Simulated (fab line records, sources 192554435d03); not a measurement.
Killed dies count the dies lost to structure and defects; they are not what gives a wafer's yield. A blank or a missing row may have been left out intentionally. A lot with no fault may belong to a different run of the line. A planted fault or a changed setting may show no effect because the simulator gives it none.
Matching of chambers ; flow n5_finfet ; rie_diel-04 running N5_BEOL_M3_STRIP_66: 4 sister chambers
The step strips in CF4. 4 wafers are shown with their chamber, then 8 later ones without.

EACH WAFER AND ITS CHAMBER
wafer;chamber;showerhead_plenum_p_Torr (Torr)
L076.1;2;1.73
L084.6;0;1.80
L087.2;3;1.85
L089.1;1;1.86

WAFERS MISSING THEIR CHAMBER
wafer;showerhead_plenum_p_Torr (Torr)
L089.4;1.85
L089.6;1.72
L094.3;1.84
L094.5;1.86
L094.6;1.79
L097.3;1.85
L097.4;1.79
L097.5;1.72

CHAMBER TAKEN BY EACH
wafer;from the rows above;in truth
L089.4;can't be placed: 3 or 1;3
L089.6;2;2
L094.3;can't be placed: 3 or 1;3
L094.5;can't be placed: 1 or 3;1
L094.6;0;0
L097.3;can't be placed: 3 or 1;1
L097.4;0;0
L097.5;2;2
Correctly placed: 4 of 8. Unplaceable from these rows: 4, with the true chamber sitting among the candidates in 4. Wrongly placed: 0.
How it was worked out, from the rows above alone: a wafer's distance from a chamber is the root of the sum, over the readings, of the square of ((its reading less the chamber's mean) divided by the reading's scatter). If the next closest chamber is less than 2 further off than the closest, the wafer can't be placed; otherwise it belongs to the closest. A chamber's mean is the mean of its shown wafers. The scatter: root of mean squared gap, hidden wafer to nearest shown wafer, with one shown wafer a chamber.
